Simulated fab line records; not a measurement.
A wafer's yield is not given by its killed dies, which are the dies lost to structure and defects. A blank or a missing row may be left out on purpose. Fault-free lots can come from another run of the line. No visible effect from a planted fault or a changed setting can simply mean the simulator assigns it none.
A lot that was struck, set against a sound lot :: flow n5-finfet :: 15 steps out of a route of 1938
Sound: wafers L712.1, L712.2, L712.5. Struck: wafers L710.1, L710.5 (left out: L710.4, a lot-mate that was not struck); the cause follows at the end.
Per side, at each step with rows, come the tool, then ch with its chambers, and then its first start. Under that, the readings that differ: sound wafers :: struck wafers :: difference of the means :: sigmas: that difference in standard deviations of wafers without a fault.
alike: readings with means less than 2 such deviations apart, plus words and numbers identical on both sides. not compared: withheld readings, readings lacking a value on some wafer, bounds such as >300 that could conceal the same value, and numbers that have no deviation in the record and whose values overlap.
The two part at a step that has a row with sigmas, a row that says differs or no value, or rows on one side only. Non-overlapping numbers with no deviation appear without sigmas and do not part them. Lack of a reading on every wafer of one side parts them only where that side has two or more wafers.

first, 1 step without rows for these wafers: N5_BEOL_M11_TRENCH_ETCH_37 (etches SiCOH lowk in C4F6/O2, target depth 148.83 nm, time 48 s).
N5_BEOL_M11_ETCH_41: etches SiCN in CH3F/O2, target depth 42.6 nm, time 86 s.
  sound on rie-diel-01 ch 0,2; struck on rie-diel-04 ch 0
reading: oes-product-au (a.u.)
sound: 0.75 0.78 0.75
struck: 0.94 0.93
difference: +0.18
sigmas: +3
  alike: drypump-motor-current-A, rf-vpp-V, showerhead-plenum-p-Torr, throttle-valve-pct
  not compared: rf-hours-counter-h
N5_BEOL_M11_STRIP_77: strips in N2/H2, time 10 s.
  sound on rie-diel-01 ch 0,2; struck on rie-diel-04 ch 0
reading: oes-product-au (a.u.)
sound: 0.75 0.78 0.75
struck: 0.93 0.93
difference: +0.17
sigmas: +3
  alike: drypump-motor-current-A, rf-vpp-V, showerhead-plenum-p-Torr, throttle-valve-pct
  not compared: rf-hours-counter-h
N5_BEOL_M11_OCD_MEAS_38:
  struck on ocd-02, day 13 11:47; sound on ocd-01, day 13 10:14
  alike: trench-depth-nm
then, 4 steps without rows for these wafers: N5_BEOL_M11_HM_STRIP_39 (strips TiN in peroxide tin strip, target depth 25 nm, time 158 s); N5_BEOL_M11_SRD_40 (time 30 s); N5_BEOL_M11_PRECLEAN_42 (cleans in residue remover, time 60 s); N5_BEOL_M11_SRD_43 (time 30 s).
N5_BEOL_M11_CD_MEAS_35 targets a cd of 70 nm.
  struck on cd-sem-03, day 13 11:56; sound on cd-sem-02, day 13 10:23
  alike: cd-nm
N5_BEOL_M11_CURE_72: cures SiCOH lowk, time 120 s.
  sound on uv-cure-03 ch 1, day 13 10:26; struck on uv-cure-02 ch 1, day 13 11:59
  alike: lamp-power-pct, wafer_temp_C_max
N5_BEOL_M11_DEGAS_44: time 60 s.
  struck on pvd-sputter-01, day 13 12:26; sound on pvd-sputter-03, day 13 11:28
  alike: heater-power-w
N5_BEOL_M11_PRE_CLEAN_45: time 30 s.
  struck on pvd-sputter-01, day 13 12:28; sound on pvd-sputter-03, day 13 11:31
  alike: heater-power-w
N5_BEOL_M11_ALD_74: deposits TaN, target thk 2 nm, pulse time 2 s, purge time 3 s.
  sound on ald-metal-03 ch 0,2, day 13 11:40; struck on ald-metal-01 ch 2, day 13 12:32
reading: ald-cycles
sound: 40 40 40
struck: 42 42
difference: +2
sigmas: 
  alike: heater-power-w
following that, these wafers have no rows for 1 step: N5_BEOL_M11_SURFACE_TREAT_76.
N5_PASSIVATION_PROBE_49:
  struck on prober-01, day 15 10:23; sound on prober-02, day 15 06:12
  alike: defect-limited-yield, killed_at_M0_to_M3, killed_at_M4_up, killed-at-contacts, killed-at-front-end, killed-at-other, killed-dies, killed-open, killed-short, sort_bin_5_function, sort_bin_6_memory, sort-n-pass, sort-yield-pct

== WHERE THEY PART ==
At N5_BEOL_M11_ETCH_41 first; at N5_BEOL_M11_STRIP_77 last (within this record only). Later steps at which nothing parts them and some readings are alike: N5_BEOL_M11_OCD_MEAS_38, N5_BEOL_M11_CD_MEAS_35, N5_BEOL_M11_CURE_72, N5_BEOL_M11_DEGAS_44, N5_BEOL_M11_PRE_CLEAN_45, N5_BEOL_M11_ALD_74, N5_PASSIVATION_PROBE_49.

WHY: whatever the simulator had introduced
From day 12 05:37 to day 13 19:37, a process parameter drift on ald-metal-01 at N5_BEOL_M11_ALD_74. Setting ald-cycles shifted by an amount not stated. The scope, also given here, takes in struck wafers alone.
